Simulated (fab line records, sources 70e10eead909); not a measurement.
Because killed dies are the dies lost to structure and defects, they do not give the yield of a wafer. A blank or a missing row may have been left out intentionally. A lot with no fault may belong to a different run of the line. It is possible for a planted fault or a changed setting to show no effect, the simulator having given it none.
fab line records    flow nandHarc
record: lots: 6  wafers: 18  lastDay: 33
route steps=1302 shown A_CHANNEL_FILL_D2@620 END@1302
lots with no fault: from the same line, run without faults
startH: hours from the record's opening day to when the first of the lot's shown wafers began    waitH: how many hours have passed since the lot's step before this one    " as in the row above    L1.1+2: several wafers, shown together as one row    - either no value or no given start    * or withheld: withheld    < > ~ a bound
route shown NAME@n: NAME is a module with steps in the file, n the number in the route of the first one    usual: the fault-free wafers' mean and standard deviation    same: alike in all rows    chamber/n: place in a boat    sites: readings site by site    _std_site: standard deviation of those values    _edge_site: outer sites' mean less inner sites'    radiusMm: for every site, how far away it sits from the centre of the wafer    mask NAME#n: copy n    behind: the tool/chamber that last shaped the wafer    hold: the reason the lot was held/the length of the hold in hours/how it ended    device: whichever transistor did not switch (one of n, p or np)    end of line: the tests these same wafers got at the end of their route    a step without rows: its recipe alone    killed: count of dies lost to structure and defects at first sort (not the wafer's yield)    map: per-die view of a wafer (x killed, . not killed, _ where there is no die)
set.NAME: the run value of the setting; set.NAME@STEP: its run value at that earlier step    model.NAME: the simulator's own value behind a step, which no gauge read
a table for each step, a row for each wafer; lots at some steps of the route
services: when a tool's chamber went out of use (startH, in hours from the record's first day, below 0 if earlier), for how many hours, and the reason
== steps ==
step: NHARC_A_CHANNEL_FILL_D2_ETCHBACK_20
recipe: targetDepthA: 270  timeS: 13.5  c4f8FlowSccm: withheld  o2FlowSccm: 8  arFlowSccm: withheld  rfW: 600  biasW: 1500  chemistry: C4F8/O2/Ar
usual: oesProductAu: 0.991/0.026  rfVppV: 976/5.2
lot.wafer  tool        chamber  startH  waitH  oesProductAu  rfHoursCounterH  rfVppV
L253.2     rieDiel-10  0        405.35  -      0.992         5                972
L253.3     "           1        "       "      0.994         5                973
L253.6     "           1        "       "      0.995         -                974
L259.4     rieDiel-09  1        465.91  -      0.998         4                983
L259.2     "           2        "       "      1.012         3                971
L259.1     "           3        "       "      1.015         4                978
L260.4     rieDiel-09  2        496.76  -      1.023         4                970
L260.6     "           0        "       "      1.004         -                979
L260.5     "           1        "       "      0.994         -                984
L261.4     rieDiel-10  1        500.27  -      0.986         1                973
L261.1     "           3        "       "      1.005         1                971
L261.5     "           1        "       "      0.982         -                972
L262.1     rieDiel-10  0        509.83  -      1.002         2                970
L262.2     "           1        "       "      0.979         2                973
L262.6     "           0        "       "      1.005         -                969
L267.1     rieDiel-09  2        560.69  -      1.006         2                971
L267.5     "           0        "       "      0.989         -                978
L267.6     "           3        "       "      0.999         -                977
step: NHARC_A_CHANNEL_FILL_D2_STRIP_28
recipe: timeS: 20  o2FlowSccm: 500  arFlowSccm: 0  biasW: 0  chemistry: O2
usual: drypumpMotorCurrentA: 5.9/0.58  oesProductAu: 1.005/0.01  rfVppV: 57.7/0.92  showerheadPlenumPTorr: 3.48/0.13  throttleValvePct: 17.037/0.0096
lot.wafer  tool        chamber  startH  waitH  drypumpMotorCurrentA  oesProductAu  rfHoursCounterH  rfVppV  showerheadPlenumPTorr  throttleValvePct
L253.2     rieDiel-10  0        405.44  0.1    5.3                   0.996         5                56.9    3.33                   17.019
L253.3     "           1        "       "      6.3                   0.988         5                56.5    3.41                   17.050
L253.6     "           3        "       "      5.6                   1.015         -                57.4    3.33                   17.043
L259.2     rieDiel-09  3        466.00  0.1    6.2                   1.009         4                58.1    3.50                   17.037
L259.1     "           0        "       "      5.3                   1.009         4                57.2    3.53                   17.033
L259.4     "           2        "       "      6.8                   1.023         3                56.5    3.36                   17.037
L260.4     rieDiel-09  2        496.83  0.1    6.8                   1.009         4                57.6    3.36                   17.031
L260.6     "           2        "       "      6.9                   1.020         -                58.3    3.36                   17.043
L260.5     "           3        "       "      6.2                   1.011         -                57.5    3.50                   17.040
L261.1     rieDiel-10  2        500.37  0.1    6.3                   1.016         1                58.6    3.68                   17.022
L261.4     "           3        "       "      5.6                   0.998         1                57.7    3.33                   17.054
L261.5     "           1        "       "      6.3                   0.987         -                57.9    3.41                   17.033
L262.2     rieDiel-10  0        509.93  0.1    5.3                   1.012         2                57.4    3.33                   17.033
L262.1     "           1        "       "      6.3                   0.990         2                57.4    3.41                   17.043
L262.6     "           3        "       "      5.6                   1.006         -                56.8    3.33                   17.045
L267.1     rieDiel-09  2        560.79  0.1    6.9                   1.020         2                56.9    3.36                   17.021
L267.6     "           2        "       "      6.9                   1.014         -                56.3    3.35                   17.037
L267.5     "           0        "       "      5.3                   0.992         -                57.1    3.53                   17.026
step: NHARC_A_CHANNEL_FILL_D2_PRECLEAN_21
recipe: timeS: 30  chemistry: dHF
step: NHARC_A_CHANNEL_FILL_D2_SRD_23
step: NHARC_A_CHANNEL_FILL_D2_CVD_05
recipe: targetThkA: 50  tempC: 550  material: poly-Si
step: NHARC_A_CHANNEL_FILL_D2_ANNEAL_22
recipe: tempC: 620  timeS: 7200
step: NHARC_A_CHANNEL_FILL_D2_ALD_25
recipe: targetThkA: 600  pulseTimeS: 10  aldCycles: 600  tempC: 300  material: SiOx
usual: heaterPowerOuterW: 255/28  heaterPowerW: 449/41  precursorPulseHeightRel: 0.999/0.019
lot.wafer  tool      chamber  startH  waitH  heaterPowerOuterW  heaterPowerW  precursorPulseHeightRel
L253.2     aldHk-03  0        418.21  0.1    277                500           1.031
L253.3     "         2        419.44  1.3    250                427           0.998
L253.6     "         1        421.29  3.1    241                433           0.999
L259.1     aldHk-02  0        477.71  0.5    208                381           1.027
L259.4     "         1        478.95  1.7    259                479           0.971
L259.2     "         2        480.19  2.9    286                480           1.007
L260.4     aldHk-03  0        511.28  0.0    275                499           1.002
L260.5     "         0        513.73  2.5    285                486           0.998
L260.6     "         1        "       "      249                439           1.003
L261.1     aldHk-01  3        511.28  0.1    240                451           0.995
L261.4     "         2        513.12  1.9    201                380           1.002
L261.5     "         0        514.35  3.1    265                466           0.992
L262.1     aldHk-03  1        521.12  0.1    247                437           1.003
L262.2     "         2        "       "      254                422           0.996
L262.6     "         1        523.56  2.5    247                425           0.976
L267.1     aldHk-02  3        573.82  0.1    264                479           0.978
L267.6     "         3        576.32  2.5    261                486           0.976
L267.5     "         0        "       "      208                394           1.000
step: NHARC_A_CHANNEL_FILL_D2_ETCHBACK_08
recipe: targetDepthA: 2200  timeS: 110  c4f8FlowSccm: 20  arFlowSccm: withheld  rfW: 600  biasW: 300  chemistry: C4F8
usual: oesProductAu: 0.97/0.035  rfVppV: 440.0/2.6
lot.wafer  tool        chamber  startH  waitH  oesProductAu  rfHoursCounterH  rfVppV
L253.2     rieDiel-09  1        -       -      1.00          2                443.3
L253.3     "           2        "       "      0.98          2                436.1
L253.6     "           1        "       "      1.00          -                443.0
L259.1     rieDiel-09  2        -       -      0.94          4                436.8
L259.4     "           0        "       "      0.92          4                440.5
L259.2     "           1        "       "      0.92          4                444.3
L261.1     rieDiel-09  1        -       -      0.99          0                444.1
L261.4     "           2        "       "      1.01          1                437.7
L261.5     "           0        "       "      1.01          -                441.0
L260.4     rieDiel-10  2        -       -      1.00          2                441.8
L260.6     "           0        "       "      1.01          -                435.9
L260.5     "           1        "       "      0.99          -                439.3
L262.1     rieDiel-10  0        -       -      0.93          2                437.9
L262.2     "           2        "       "      0.93          2                445.1
L262.6     "           3        "       "      0.93          -                437.2
L267.1     rieDiel-10  2        -       -      1.00          4                444.4
L267.6     "           0        "       "      0.99          -                437.4
L267.5     "           1        "       "      0.98          -                439.8
step: NHARC_A_CHANNEL_FILL_D2_STRIP_29
recipe: timeS: 20  o2FlowSccm: 500  arFlowSccm: 0  biasW: 0  chemistry: O2
usual: drypumpMotorCurrentA: 5.9/0.58  oesProductAu: 1.005/0.01  rfVppV: 57.8/0.93  showerheadPlenumPTorr: 3.49/0.14  throttleValvePct: 17.037/0.0088
lot.wafer  tool        chamber  startH  waitH  drypumpMotorCurrentA  oesProductAu  rfHoursCounterH  rfVppV  showerheadPlenumPTorr  throttleValvePct
L253.2     rieDiel-09  3        -       -      6.2                   0.995         2                59.3    3.50                   17.027
L253.3     "           1        "       "      5.2                   1.007         2                57.5    3.65                   17.045
L253.6     "           2        "       "      6.9                   1.019         -                57.3    3.36                   17.040
L259.2     rieDiel-09  3        -       -      6.2                   1.007         4                57.6    3.50                   17.035
L259.1     "           1        "       "      5.2                   0.979         4                58.7    3.65                   17.029
L259.4     "           2        "       "      6.8                   1.004         4                56.3    3.36                   17.060
L261.1     rieDiel-09  3        -       -      6.2                   1.025         0                57.8    3.50                   17.033
L261.4     "           1        "       "      5.2                   1.006         0                57.8    3.65                   17.036
L261.5     "           3        "       "      6.2                   1.013         -                58.3    3.50                   17.020
L260.4     rieDiel-10  2        -       -      6.4                   1.011         2                57.9    3.68                   17.045
L260.5     "           3        "       "      5.6                   1.003         -                59.7    3.33                   17.036
L260.6     "           0        "       "      5.3                   1.015         -                58.1    3.33                   17.033
L262.2     rieDiel-10  0        -       -      5.3                   1.012         2                58.3    3.33                   17.043
L262.1     "           2        "       "      6.4                   1.008         2                57.3    3.68                   17.020
L262.6     "           0        "       "      5.3                   1.016         -                57.4    3.33                   17.049
L267.1     rieDiel-10  0        -       -      5.3                   1.004         4                57.1    3.33                   17.038
L267.6     "           2        "       "      6.4                   1.008         -                58.0    3.68                   17.051
L267.5     "           3        "       "      5.6                   1.010         -                57.5    3.33                   17.048
step: NHARC_A_CHANNEL_FILL_D2_PRECLEAN_30
recipe: timeS: 30  chemistry: dHF
step: NHARC_A_CHANNEL_FILL_D2_SRD_31
step: NHARC_A_CHANNEL_FILL_D2_CVD_09
recipe: targetThkA: 1500  tempC: 620  pressureMtorr: 200  timeS: 3000  material: poly-Si
usual: spikeTcBottomC: 643.6/1.2  spikeTcCentreC: 620.8/1.8  spikeTcLowerC: 620.4/0.97  spikeTcTopC: 639.2/3  spikeTcUpperC: 619.7/1.1  tubeCenterTempC: 620/0.059  zonePowerLowerPct: 8.57/0.25
lot.wafer  tool          chamber  startH  waitH  spikeTcBottomC  spikeTcCentreC  spikeTcLowerC  spikeTcTopC  spikeTcUpperC  tubeCenterTempC  zonePowerLowerPct
L253.2     lpcvdPoly-01  0        426.38  2.3    643.5           621.0           620.2          638.1        619.1          620.05           8.73
L253.3     "             0        "       "      641.8           622.6           620.8          639.2        619.1          620.04           8.83
L253.6     "             0        "       "      642.8           622.8           621.0          639.2        619.6          619.96           8.54
L259.1     lpcvdPoly-01  0        489.63  2.3    642.6           621.2           619.6          637.7        620.3          619.96           8.65
L259.2     "             0        "       "      643.8           622.8           621.4          639.5        619.5          619.93           8.65
L259.4     "             0        "       "      642.0           621.3           620.3          640.1        618.8          620              8.60
L260.4     lpcvdPoly-01  0        519.43  2.3    596.7           573.4           571.1          592.3        570.9          571.3            7.63
L260.5     "             0        "       "      595.9           572.1           571.7          592.6        569.3          571.41           7.55
L260.6     "             0        "       "      593.3           573.0           571.8          591.2        570.0          571.37           7.58
L261.1     lpcvdPoly-01  0        519.43  2.3    595.8           573.3           572.2          592.7        571.5          571.25           7.41
L261.4     "             0        "       "      596.0           574.3           573.2          591.1        570.7          571.32           7.47
L261.5     "             0        "       "      594.7           572.9           572.2          591.2        570.3          571.31           7.61
L262.1     lpcvdPoly-03  0        529.33  2.4    642.5           618.8           620.4          633.4        620.7          619.95           7.86
L262.2     "             0        "       "      643.0           619.8           622.6          632.7        619.7          619.95           8.17
L262.6     "             0        "       "      644.7           619.8           620.2          634.7        618.3          620.11           7.97
L267.1     lpcvdPoly-04  0        581.97  2.3    642.9           619.3           618.4          641.8        620.7          620.12           8.79
L267.5     "             0        "       "      644.6           618.0           618.5          643.8        621.3          620              8.85
L267.6     "             0        "       "      645.8           619.0           620.7          643.9        621.7          619.96           8.83
step: NHARC_A_CHANNEL_FILL_D2_CMP_10
recipe: targetThkNm: 150
usual: motorCurrentA: 12.3/1  timeToEndpointS: 16/3.6
lot.wafer  tool    chamber  startH  waitH  motorCurrentA  timeToEndpointS
L253.2     cmp-01  3        429.52  0.4    11.7           14
L253.3     "       2        "       "      12.2           20
L253.6     "       0        "       "      13.2           16
L259.1     cmp-04  2        492.83  0.4    13.9           19
L259.4     "       0        "       "      11.6           14
L259.2     "       1        "       "      12.6           15
L260.4     cmp-01  3        522.59  0.4    12.3           6
L260.6     "       3        "       "      11.7           6
L260.5     "       0        "       "      13.2           6
L261.1     cmp-03  0        522.60  0.4    10.9           5
L261.4     "       1        "       "      11.3           5
L261.5     "       1        "       "      11.6           7
L262.2     cmp-03  0        532.55  0.4    11.1           19
L262.1     "       1        "       "      11.7           20
L262.6     "       3        "       "      9.6            15
L267.1     cmp-01  1        585.20  0.4    13.0           16
L267.5     "       0        "       "      12.2           13
L267.6     "       1        "       "      14.1           15
step: NHARC_END_SORT_01
recipe: tempC: 25
usual: defectLimitedYield: 91/3.2  killedAtArray: 55/22  killedAtOther: 0.9/1.2  killedAtPeriphery: 3.6/2.3  killedDies: 60/22  killedOpen: 3.2/1.9  killedShort: 2.5/1.6
same: grossDies: 677
lot.wafer  tool       chamber  startH  waitH  defectLimitedYield[%]  killedAtArray  killedAtOther  killedAtPeriphery  killedDies  killedOpen  killedShort
L253.2     prober-02  0        640.80  2.8    86                     95             0              3                  98          2           5
L253.3     prober-02  0        641.60  3.1    88                     77             0              5                  82          5           3
L253.6     prober-02  0        643.99  4.0    83                     107            0              6                  113         3           2
L262.1     prober-01  0        757.10  2.5    96                     21             1              3                  25          4           4
L262.2     prober-01  0        757.91  2.8    95                     32             0              1                  33          8           0
L262.6     prober-01  0        761.14  4.0    95                     34             0              0                  34          4           7
killed by level:class
L253.2 A_SLIT:chamberFilmFlake=29 A_CHANNEL_HOLE_D2:chamberFilmFlake=28 A_CHANNEL_HOLE_D1:chamberFilmFlake=27 A_CONTACT:chamberFilmFlake=3 P_GATE:geometricParticle:short=1 A_ONON_D1:geometricParticle:short=1 A_CHANNEL_FILL_D1:geometricParticle:short=1 A_CHANNEL_FILL_D1:geometricParticle:open=1
L253.3 A_CHANNEL_HOLE_D2:chamberFilmFlake=24 A_CHANNEL_HOLE_D1:chamberFilmFlake=21 A_SLIT:chamberFilmFlake=16 A_CONTACT:chamberFilmFlake=4 A_M0:chamberFilmFlake=3 A_DECK1_JOINT:chamberFilmFlake=2 P_CONTACT:geometricParticle:short=1 P_CONTACT:geometricParticle:open=1
L253.6 A_CHANNEL_HOLE_D1:chamberFilmFlake=36 A_CHANNEL_HOLE_D2:chamberFilmFlake=34 A_SLIT:chamberFilmFlake=25 P_STI:chamberFilmFlake=4 A_CONTACT:chamberFilmFlake=3 A_M1:geometricParticle:open=2 A_M0:chamberFilmFlake=2 A_CHANNEL_FILL_D1:geometricParticle:short=1
L262.1 A_CHANNEL_HOLE_D1:chamberFilmFlake=7 A_SLIT:chamberFilmFlake=4 A_CHANNEL_FILL_D1:geometricParticle:short=2 A_CHANNEL_FILL_D1:geometricParticle:open=2 P_ZERO_WELL:chamberFilmFlake=2 A_DECK1_JOINT:geometricParticle:short=1 A_ONON_D2:geometricParticle:short=1 A_CHANNEL_FILL_D2:geometricParticle:open=1
L262.2 A_CHANNEL_HOLE_D1:chamberFilmFlake=15 A_SLIT:chamberFilmFlake=7 A_CHANNEL_FILL_D2:geometricParticle:open=2 A_ONON_D2:geometricParticle:open=1 A_CHANNEL_HOLE_D2:geometricParticle:open=1 A_WL_FILL:geometricParticle:open=1 A_BLC:geometricParticle:open=1 A_M0:geometricParticle:open=1
L262.6 A_CHANNEL_HOLE_D1:chamberFilmFlake=10 A_SLIT:chamberFilmFlake=7 A_WL_FILL:chamberFilmFlake=3 A_CHANNEL_HOLE_D2:geometricParticle:short=2 A_CHANNEL_FILL_D2:geometricParticle:short=2 A_BLC:geometricParticle:open=2 A_ONON_D1:geometricParticle:short=1 A_CHANNEL_HOLE_D1:geometricParticle:short=1
== services ==
tool          chamber  startH  hours  kind
cmp-01        -        381.72  4.0    pm
lpcvdPoly-03  -        386.03  26.0   pm
aldHk-03      -        390.77  10.0   pm
cmp-03        -        404.12  0.3    repair
cmp-04        -        405.07  4.0    pm
rieDiel-09    2        406.74  14.2   repair
cmp-01        -        417.38  1.9    repair
rieDiel-10    -        419.50  9.0    pm
rieDiel-09    1        435.13  9.7    repair
cmp-03        -        456.14  4.0    pm
cmp-01        -        472.65  1.0    repair
cmp-01        -        479.72  4.0    pm
cmp-03        -        482.86  2.9    repair
rieDiel-09    -        497.10  9.0    pm
cmp-04        -        503.07  4.0    pm
aldHk-02      -        526.05  10.0   pm
rieDiel-09    1        544.25  19.4   repair
cmp-04        -        549.56  1.7    repair
cmp-03        -        554.14  4.0    pm
cmp-04        -        562.40  0.7    repair
rieDiel-10    1        566.15  8.6    repair
lpcvdPoly-01  -        566.43  26.0   pm
aldHk-03      -        568.77  10.0   pm
cmp-01        -        577.72  4.0    pm
== key ==
firstSign: step: NHARC_A_CHANNEL_FILL_D2_CVD_09  reading: tubeCenterTempC  direction: down  sigmas: 99+  usual: *  struck: *
effect: step: NHARC_A_CHANNEL_FILL_D2_CVD_09  reading: spikeTcLowerC  direction: down  sigmas: 50  usual: 620.4  struck: 572.0
effect: step: NHARC_A_CHANNEL_FILL_D2_CMP_10  reading: timeToEndpointS  direction: down  sigmas: 2.7  usual: *  struck: *
metAt NHARC_A_CHANNEL_FILL_D2_CVD_09
struckWafers L260.4,L260.5,L260.6,L261.1,L261.4,L261.5
scrappedBehind NHARC_A_CHANNEL_FILL_D2_THK_MEAS_11 L260.4,L260.5,L260.6,L261.1,L261.4,L261.5
onsetBetween 489.63 519.43
fault: kind: processParameterDrift  tool: lpcvdPoly-01  chamber: -  onsetH: 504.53  steps: NHARC_A_CHANNEL_FILL_D2_CVD_09  channel: tempC  offset: *  shape: step  endH: 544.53  actsIn: *  stated: *
